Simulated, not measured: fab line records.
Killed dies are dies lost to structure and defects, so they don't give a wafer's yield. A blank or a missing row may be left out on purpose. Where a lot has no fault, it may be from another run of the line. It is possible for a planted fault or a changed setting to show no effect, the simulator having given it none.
Struck lot and sound lot, side by side | flow n5 finfet | 39 steps out of a route of 1938
Sound: these wafers, L458.2, L458.3, L458.5. Wafers struck: L465.3, L465.4, L465.5. Last of all comes the cause.
Order at every step that has rows: each side's tool, ch and its chambers, its first start. Under that, the readings that differ: sound wafers | struck wafers | difference of the means | sigmas: that difference in standard deviations of wafers without a fault.
alike: words and numbers the same on both sides, and readings whose means are apart by under 2 such deviations; not compared: readings that were withheld, readings missing a value for some wafer, numbers with overlapping values and no deviation given by the record, and bounds like >300 which may hide the same value.
The two part at a step that has a row with sigmas, a row that says differs or no value, or rows on one side only. Numbers that don't overlap but have no deviation are shown without sigmas and don't part them. A reading that every wafer of one side lacks parts them only if that side has two wafers or more.

first, 9 steps without rows for these wafers: N5_MOL_CONTACT_COAG_PRECLEAN_127 (cleans in DIW, time 57.5 s); N5_MOL_CONTACT_COAG_SRD_128 (dry time 32 s); N5_MOL_CONTACT_COAG_CMP_52 (polishes, stops on SiO2, t overpolish 1.5 s, target thk 66.5 nm); N5_MOL_CONTACT_COAG_ANNEAL_112 (time 1800 s); N5_BEOL_M0_SAQP_PECVD_00 (deposits SiCN from 3MS/NH3, target thk 8 nm, time 14 s); N5_BEOL_M0_SAQP_ILD_DEP_01 (deposits SiOC from DEMS/O2, target thk 45.419 nm, time 8.7 s); N5_BEOL_M0_SAQP_HM_DEP_02 (deposits TiN, target thk 12 nm); N5_BEOL_M0_SAQP_PECVD_03 (deposits SiCN from 3MS/NH3, target thk 12 nm, time 21.1 s); N5_BEOL_M0_SAQP_PECVD_96 (deposits a-Si from SiH4/He, target thk 45 nm, time 45.2 s).
N5_BEOL_M0_SAQP_PECVD_97: deposits SiNx from SiH4/NH3/N2, target thk 23 nm, time 19.9 s.
  sound on pecvd-03 ch 0,1, day 6 10:40; struck on pecvd-03 ch 0,1,2, day 8 06:23
  alike: heater power outer w, heater power w, showerhead plenum p Torr, throttle valve pct
then, 10 steps without rows for these wafers: N5_BEOL_M0_SAQP_PECVD_04 (deposits a-Si from SiH4/He, target thk 60 nm, time 60.2 s); N5_BEOL_M0_SAQP_HM_DEP_111 (deposits SiO2 from SiH4/N2O, target thk 12 nm, time 7.2 s); N5_BEOL_M0_SAQP_COAT_81 (time 60 s, resist thk 100 nm); N5_BEOL_M0_SAQP_COAT_82 (time 60 s, resist thk 30 nm); N5_BEOL_M0_SAQP_COAT_08 (resist thk 90 nm); N5_BEOL_M0_SAQP_EBR_10; N5_BEOL_M0_SAQP_SOFTBAKE_09 (time 60 s); N5_BEOL_M0_SAQP_EXPOSE_11 (exposes mask M0 CORE, target cd 42 nm); N5_BEOL_M0_SAQP_PEB_12 (peb time 60 s); N5_BEOL_M0_SAQP_DEVELOP_13 (develop time 30 s).
N5_BEOL_M0_SAQP_INSPECT_16: inspects for defects (brightfield).
  sound on defect inspect-01, day 6 11:20; struck on defect inspect-01, day 8 07:04
  reading          | sound       | struck         | difference | sigmas
  raw defect count | 255 408 304 | 1562 1372 1410 | +1126      | +11
then, 14 steps without rows for these wafers: N5_BEOL_M0_SAQP_DESCUM_19 (chemistry O2, time 7.9 s); N5_BEOL_M0_SAQP_ETCH_83 (etches SiARC in CF4, target depth 39 nm, time 65 s); N5_BEOL_M0_SAQP_ETCH_84 (etches SOC in N2/H2, target depth 100 nm, overetch 20 nm, time 150 s); N5_BEOL_M0_SAQP_STRIP_80 (strips in N2/H2); N5_BEOL_M0_SAQP_HM_OPEN_112 (chemistry CHF3/O2, target SiO2, stops on a-Si, target depth 12 nm, time 13.5 s); N5_BEOL_M0_SAQP_STRIP_113 (strips in CHF3/O2); N5_BEOL_M0_SAQP_MANDREL_ETCH_20 (etches a-Si in HBr/Cl2, stops on SiNx, target depth 60 nm, bt time 10 s, time 30 s); N5_BEOL_M0_SAQP_STRIP_86 (strips in N2/H2); N5_BEOL_M0_SAQP_STRIP_115 (strips in post etch residue remover, time 60 s); N5_BEOL_M0_SAQP_SRD_93 (time 30 s); N5_BEOL_M0_SAQP_RECESS_114 (chemistry HF/NH3, target SiO2, target depth 14.4 nm, afs cycles 3, sublimation time 60 s); N5_BEOL_M0_SAQP_SPACER1_ALD_98 (deposits SiO2, target thk 12.8 nm, pulse time 1 s, purge time 2 s); N5_BEOL_M0_SAQP_SPACER1_ETCHBACK_99 (etches SiO2 in CHF3/O2, target depth 15.4 nm, time 7.7 s); N5_BEOL_M0_SAQP_MANDREL1_REMOVE_100 (chemistry HBr/Cl2/O2, target a-Si, stops on SiNx, bt time 10 s).
N5_BEOL_M0_SAQP_INSPECT_42: inspects for defects (brightfield).
  sound on defect inspect-02, day 6 15:38; struck on defect inspect-01, day 8 11:51
  reading          | sound       | struck         | difference | sigmas
  raw defect count | 193 411 180 | 1337 1280 1254 | +1029      | +14
N5_BEOL_M0_CUTY_INSPECT_59: inspects for defects (macro).
  sound on defect inspect-02, day 6 16:56; struck on defect inspect-02, day 8 14:01
  reading          | sound | struck         | difference | sigmas
  raw defect count | 0 3 2 | >300 >300 >300 | differs    |
N5_BEOL_M4_RC_MEAS_101:
  sound on prober-02 ch 0, day 8 14:42; struck on prober-01 ch 0, day 10 12:31
  alike: DIBL_N, DIBL_P, IOFF_N, IOFF_P, ION_N, ION_P, SS_N, SS_P, VT_N, VT_P
-- record jumps: 4 days separate the struck wafers' starts on either side; left off in module BEOL_M4, taken up again in module PASSIVATION, whose first shown step is the route's number 1936 --
N5_PASSIVATION_PROBE_49:
  sound on prober-01, day 13 01:56; struck on prober-01, day 14 15:50
  reading                  | sound          | struck         | difference | sigmas
  defect limited yield (%) | 91.6 90.2 93.2 | 80.9 85.9 80.7 | -9.2       | -6
  killed_at_M0_to_M3       | 18 45 24       | 142 101 170    | +109       | +10
  killed dies              | 99 116 80      | 225 166 228    | +108       | +6
  killed on rim            | 6 18 7         | 35 24 16       | +15        | +3
  sort_bin_5_function (%)  | 5.1 5.7 4.0    | 11.2 7.6 12.0  | +5.3       | +5
  sort n pass              | 1081 1064 1100 | 955 1014 952   | -108       | -6
  sort yield pct (%)       | 91.6 90.2 93.2 | 80.9 85.9 80.7 | -9.2       | -6
  alike: killed_at_M4_up, killed at contacts, killed at front end, killed at other, killed open, killed short, sort_bin_6_memory

== WHERE THEY PART ==
Earliest at N5_BEOL_M0_SAQP_INSPECT_16; latest, in this record, at N5_PASSIVATION_PROBE_49.

WHY: what the simulator had put in
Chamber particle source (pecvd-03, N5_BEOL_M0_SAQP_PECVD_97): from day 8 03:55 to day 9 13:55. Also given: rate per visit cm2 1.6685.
